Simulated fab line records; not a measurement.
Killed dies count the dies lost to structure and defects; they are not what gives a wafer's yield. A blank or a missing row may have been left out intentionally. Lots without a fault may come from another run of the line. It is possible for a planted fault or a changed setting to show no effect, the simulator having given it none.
fab line records ; flow nand_harc ; part 2 of 2: steps 22 to 36 of 36
[record] lots = 5; wafers = 15; last_day = 35
route steps=1302 shown P_BONDPAD@363 A_START@389 A_ZERO_WELL@390
lots that met no fault: taken from a fault-free run of the same line
start_h: the number of hours between the record's first day and the start of the first shown wafer of the lot ; wait_h: hours since the lot's step before ; " as in the row above ; L1.1+2: one row covering several wafers at once ; - no value present, or no start provided ; * or withheld: withheld ; < > ~ a bound
route shown NAME@n: a module of which the file shows steps, and the number in the route of the first ; usual: mean/standard deviation of fault-free wafers ; same: alike in all rows ; chamber/n: place in a boat ; sites: each site's reading ; _std_site: the values' standard deviation ; _edge_site: outer sites' mean less inner sites' ; radius_mm: how far each site lies from the wafer's centre ; mask NAME#n: copy n ; behind: the most recent tool/chamber to have shaped the wafer ; hold: reason for holding the lot/hours on hold/outcome of the hold ; device: the transistor (n, p or np) that didn't switch ; end of line: the route-end tests of the same wafers ; a step given without rows: its recipe and nothing more ; killed: dies that structure and defects cost at the first sort, which is not the same as the wafer's yield ; map: shows each die of a wafer: x if killed, . if not, _ if none is there
set.NAME: the run value of the setting; set.NAME@STEP: its run value at that earlier step ; model.NAME: the simulator's own value behind a step, which no gauge read
lots seen at some steps along the route; tables by step, rows by wafer
services: when a tool's chamber went out of use (start_h, in hours from the record's first day, below 0 if earlier), for how many hours, and the reason
[[steps]]
[step NHARC_P_BONDPAD_ACTIVATE_29]
[recipe] time_s = 60; n2_flow_sccm = 200; ar_flow_sccm = 0; bias_power_w = 0; chemistry = N2
[usual] drypump_motor_current_A = 5.6/0.44; oes_product_au = 0.998/0.0065; rf_vpp_V = 64.0/0.88; showerhead_plenum_p_Torr = 1.74/0.076
lot.wafer;tool;chamber;start_h;wait_h;drypump_motor_current_A;oes_product_au;rf_hours_counter_h;rf_vpp_V;showerhead_plenum_p_Torr
L082.3;rie_diel-13;1;214.29;0.1;5.4;0.999;1.0;63.1;1.66
L082.5;rie_diel-13;2;214.29;0.1;5.8;0.986;-;64.4;1.79
L082.6;rie_diel-13;3;214.29;0.1;5.7;0.991;-;62.3;1.76
L085.4;rie_diel-11;1;251.05;0.1;5.3;0.995;8.6;63.1;1.87
L085.1;rie_diel-11;3;251.05;0.1;6.1;0.994;6.4;62.8;1.69
L085.5;rie_diel-11;1;251.05;0.1;5.3;0.991;-;64.1;1.87
L093.2;rie_diel-13;1;332.01;0.1;5.4;0.993;7.5;62.7;1.66
L093.4;rie_diel-13;2;332.01;0.1;5.8;1.003;6.7;63.8;1.79
L093.1;rie_diel-13;3;332.01;0.1;5.8;0.993;7.7;63.4;1.76
L094.2;rie_diel-06;3;336.40;0.1;6.0;0.997;0.3;64.2;1.72
L094.1;rie_diel-06;0;336.40;0.1;5.1;1.003;0.3;63.6;1.91
L094.3;rie_diel-06;2;336.40;0.1;5.3;0.993;0.4;63.9;1.74
L097.1;rie_diel-11;3;375.98;0.1;6.2;1.007;7.1;63.2;1.69
L097.4;rie_diel-11;1;375.98;0.1;5.3;0.996;6.7;64.6;1.87
L097.6;rie_diel-11;3;375.98;0.1;6.1;1.005;-;63.8;1.69
[step NHARC_P_BONDPAD_PRECLEAN_30]
[recipe] time_s = 300; temp_c = 23; chemistry = DIW
lot.wafer;tool;chamber;start_h;wait_h
L082.6+5+3;wet_bench-10;1,2,3;214.42;0.1
L085.5+1+4;wet_bench-10;2,4,5;251.22;0.1
L093.4+1+2;wet_bench-08;4,7,0;332.15;0.1
L094.1+3+2;wet_bench-08;3,6,7;336.56;0.1
L097.1+4+6;wet_bench-10;3,4,7;376.13;0.1
[step NHARC_P_BONDPAD_SRD_31]
[recipe] time_s = 30; temp_c = 23; dry_time_s = 20; spin_rpm = 1500
[same] dry_time_s = 20
lot.wafer;tool;chamber;start_h;wait_h
L082.6+5+3;wet_bench-10;1,2,3;-;-
L085.5+1+4;wet_bench-10;2,4,5;-;-
L093.4+1+2;wet_bench-08;4,7,0;-;-
L094.1+3+2;wet_bench-08;3,6,7;-;-
L097.1+4+6;wet_bench-10;3,4,7;-;-
[step NHARC_A_START_INSPECT_01]
[usual] raw_defect_count = 3.8/2
lot.wafer;tool;chamber;start_h;wait_h;raw_defect_count
L082.3;defect_inspect-02;-;214.65;-;7
L082.5;defect_inspect-02;-;214.65;-;7
L082.6;defect_inspect-02;-;214.65;-;5
L085.1;defect_inspect-02;-;251.44;-;1
L085.4;defect_inspect-02;-;251.44;-;4
L085.5;defect_inspect-02;-;251.44;-;1
L093.1;defect_inspect-01;-;332.40;-;1
L093.2;defect_inspect-01;-;332.40;-;2
L093.4;defect_inspect-01;-;332.40;-;2
L094.1;defect_inspect-02;-;336.81;-;4
L094.2;defect_inspect-02;-;336.81;-;4
L094.3;defect_inspect-02;-;336.81;-;1
L097.1;defect_inspect-01;-;376.36;-;3
L097.4;defect_inspect-01;-;376.36;-;2
L097.6;defect_inspect-01;-;376.36;-;3
[step NHARC_A_ZERO_WELL_PRECLEAN_00]
[recipe] time_s = 600; temp_c = 120; chemistry = SPM
lot.wafer;tool;chamber;start_h;wait_h
L082.3+5+6;wet_bench-05;3,5,7;214.74;0.1
L085.1+5+4;wet_bench-07;0,1,4;251.53;0.1
L093.2+1+4;wet_bench-09;4,5,1;332.49;0.1
L094.3+2+1;wet_bench-05;5,6,0;336.90;0.1
L097.6+1+4;wet_bench-05;2,4,6;376.46;0.1
[step NHARC_A_ZERO_WELL_SRD_01]
lot.wafer;tool;chamber;start_h;wait_h
L082.3+5+6;wet_bench-05;3,5,7;-;-
L085.1+5+4;wet_bench-07;0,1,4;-;-
L093.2+1+4;wet_bench-09;4,5,1;-;-
L094.3+2+1;wet_bench-05;5,6,0;-;-
L097.6+1+4;wet_bench-05;2,4,6;-;-
[step NHARC_A_ZERO_WELL_DEHYDRATE_02]
[recipe] temp_c = 150; time_s = 120
[usual] plate_temp_C = 150.00/0.14
lot.wafer;tool;chamber;start_h;wait_h;plate_temp_C
L082.3;litho_track-07;0;215.05;-;150.13
L082.5;litho_track-07;0;215.05;-;150.12
L082.6;litho_track-07;0;215.05;-;149.82
L085.1;litho_track-02;0;251.84;-;149.97
L085.4;litho_track-02;0;251.84;-;149.60
L085.5;litho_track-02;0;251.84;-;149.70
L093.1;litho_track-03;0;332.80;-;149.97
L093.2;litho_track-03;0;332.80;-;150.30
L093.4;litho_track-03;0;332.80;-;150.06
L094.1;litho_track-03;0;337.27;-;149.89
L094.2;litho_track-03;0;337.27;-;149.92
L094.3;litho_track-03;0;337.27;-;149.84
L097.1;litho_track-02;0;376.76;-;150.18
L097.4;litho_track-02;0;376.76;-;150.14
L097.6;litho_track-02;0;376.76;-;150.27
[step NHARC_A_ZERO_WELL_HMDS_03]
[recipe] time_s = 30
lot.wafer;tool;chamber;start_h;wait_h
L082.3+5+6;litho_track-07;0;-;-
L085.1+4+5;litho_track-02;0;-;-
L093.1+2+4;litho_track-03;0;-;-
L094.1+2+3;litho_track-03;0;-;-
L097.1+4+6;litho_track-02;0;-;-
[step NHARC_A_ZERO_WELL_COAT_18]
[recipe] temp_c = 200; time_s = 65
[usual] plate_temp_C = 199.98/0.14
lot.wafer;tool;chamber;start_h;wait_h;plate_temp_C
L082.3;litho_track-07;0;-;-;199.99
L082.5;litho_track-07;0;-;-;200.02
L082.6;litho_track-07;0;-;-;199.84
L085.1;litho_track-02;0;-;-;200.06
L085.4;litho_track-02;0;-;-;199.76
L085.5;litho_track-02;0;-;-;199.81
L093.1;litho_track-03;0;-;-;200.04
L093.2;litho_track-03;0;-;-;200.21
L093.4;litho_track-03;0;-;-;199.92
L094.1;litho_track-03;0;-;-;199.98
L094.2;litho_track-03;0;-;-;199.95
L094.3;litho_track-03;0;-;-;200.03
L097.1;litho_track-02;0;-;-;200.05
L097.4;litho_track-02;0;-;-;199.94
L097.6;litho_track-02;0;-;-;200.08
[step NHARC_A_ZERO_WELL_COAT_04]
[recipe] spin_rpm = 2000; resist_thk_nm = 600
[usual] spin_speed_rpm = 2000.0/1.4
lot.wafer;tool;chamber;start_h;wait_h;spin_speed_rpm
L082.3;litho_track-07;0;-;-;2000.1
L082.5;litho_track-07;0;-;-;1998.5
L082.6;litho_track-07;0;-;-;1999.8
L085.1;litho_track-02;0;-;-;1998.7
L085.4;litho_track-02;0;-;-;1998.9
L085.5;litho_track-02;0;-;-;1998.0
L093.1;litho_track-03;0;-;-;1997.6
L093.2;litho_track-03;0;-;-;2002.3
L093.4;litho_track-03;0;-;-;1999.3
L094.1;litho_track-03;0;-;-;1999.6
L094.2;litho_track-03;0;-;-;2000.1
L094.3;litho_track-03;0;-;-;2001.3
L097.1;litho_track-02;0;-;-;1996.1
L097.4;litho_track-02;0;-;-;1998.0
L097.6;litho_track-02;0;-;-;1999.0
[step NHARC_A_ZERO_WELL_SOFTBAKE_05]
[recipe] temp_c = 125; time_s = 70
[usual] plate_temp_C = 125.01/0.13
lot.wafer;tool;chamber;start_h;wait_h;plate_temp_C
L082.3;litho_track-07;0;-;-;125.15
L082.5;litho_track-07;0;-;-;124.82
L082.6;litho_track-07;0;-;-;124.92
L085.1;litho_track-02;0;-;-;124.98
L085.4;litho_track-02;0;-;-;125.06
L085.5;litho_track-02;0;-;-;124.92
L093.1;litho_track-03;0;-;-;125.06
L093.2;litho_track-03;0;-;-;125.07
L093.4;litho_track-03;0;-;-;124.99
L094.1;litho_track-03;0;-;-;125.21
L094.2;litho_track-03;0;-;-;125.19
L094.3;litho_track-03;0;-;-;125.04
L097.1;litho_track-02;0;-;-;124.97
L097.4;litho_track-02;0;-;-;124.84
L097.6;litho_track-02;0;-;-;125.04
[step NHARC_A_ZERO_WELL_EBR_06]
lot.wafer;tool;chamber;start_h;wait_h
L082.3+5+6;litho_track-07;0;-;-
L085.1+4+5;litho_track-02;0;-;-
L093.1+2+4;litho_track-03;0;-;-
L094.1+2+3;litho_track-03;0;-;-
L097.1+4+6;litho_track-02;0;-;-
[step NHARC_A_ZERO_WELL_EXPOSE_07]
[recipe] na = 0.55; dose_mj = 33.85; mask_id = A_ZERO
lot.wafer;tool;chamber;start_h;wait_h;mask
L082.3+5+6;krf_scanner-01;0;215.35;-;A_ZERO#0
L085.1+4+5;krf_scanner-01;0;252.13;-;A_ZERO#0
L093.1+2+4;krf_scanner-02;0;332.97;-;A_ZERO#0
L094.1+2+3;krf_scanner-02;0;337.44;-;A_ZERO#0
L097.1+4+6;krf_scanner-04;0;376.93;-;A_ZERO#0
[step NHARC_A_ZERO_WELL_PEB_08]
[recipe] peb_temp_c = 128; peb_time_s = 80
[usual] plate_temp_C = 127.99/0.13
lot.wafer;tool;chamber;start_h;wait_h;plate_temp_C
L082.3;litho_track-02;0;215.41;0.1;127.81
L082.5;litho_track-02;0;215.41;0.1;127.86
L082.6;litho_track-02;0;215.41;0.1;127.97
L085.1;litho_track-02;0;252.19;0.1;127.79
L085.4;litho_track-02;0;252.19;0.1;128.00
L085.5;litho_track-02;0;252.19;0.1;128.04
L093.1;litho_track-07;0;333.04;0.1;127.86
L093.2;litho_track-07;0;333.04;0.1;128.13
L093.4;litho_track-07;0;333.04;0.1;128.23
L094.1;litho_track-07;0;337.51;0.1;127.77
L094.2;litho_track-07;0;337.51;0.1;127.82
L094.3;litho_track-07;0;337.51;0.1;128.03
L097.1;litho_track-03;0;376.99;0.1;128.01
L097.4;litho_track-03;0;376.99;0.1;127.86
L097.6;litho_track-03;0;376.99;0.1;128.10
[step NHARC_A_ZERO_WELL_DEVELOP_09]
[recipe] time_s = 50; dev_temp_c = 22
lot.wafer;tool;chamber;start_h;wait_h
L082.3+5+6;litho_track-02;0;-;-
L085.1+4+5;litho_track-02;0;-;-
L093.1+2+4;litho_track-07;0;-;-
L094.1+2+3;litho_track-07;0;-;-
L097.1+4+6;litho_track-03;0;-;-
[[services]]
tool;chamber;start_h;hours;kind
rie_diel-13;2;190.15;9.5;repair
rie_diel-13;1;198.32;14.4;repair
rie_diel-11;3;200.01;10.9;repair
pvd_sputter-01;-;202.15;8.3;repair
rie_diel-11;1;209.13;4.4;repair
rie_diel-13;3;224.94;2.1;repair
pvd_sputter-01;-;226.04;10.0;pm
litho_track-02;-;227.00;7.0;pm
rie_diel-06;3;239.75;6.7;repair
rie_diel-13;1;241.24;4.2;repair
pvd_sputter-01;-;243.21;0.9;repair
litho_track-07;-;251.00;7.0;pm
rie_diel-11;-;252.87;2.2;repair
rie_diel-11;-;255.50;9.0;pm
rie_diel-06;0;256.67;4.6;repair
litho_track-03;-;275.00;7.0;pm
rie_diel-13;-;283.09;1.3;repair
rie_diel-06;-;283.70;0.5;repair
rie_diel-13;2;284.89;14.4;repair
wet_bench-08;-;294.40;8.0;pm
rie_diel-13;1;301.41;6.5;repair
rie_diel-06;-;307.20;9.0;pm
wet_bench-10;-;311.20;8.0;pm
rie_diel-13;-;342.00;9.0;pm
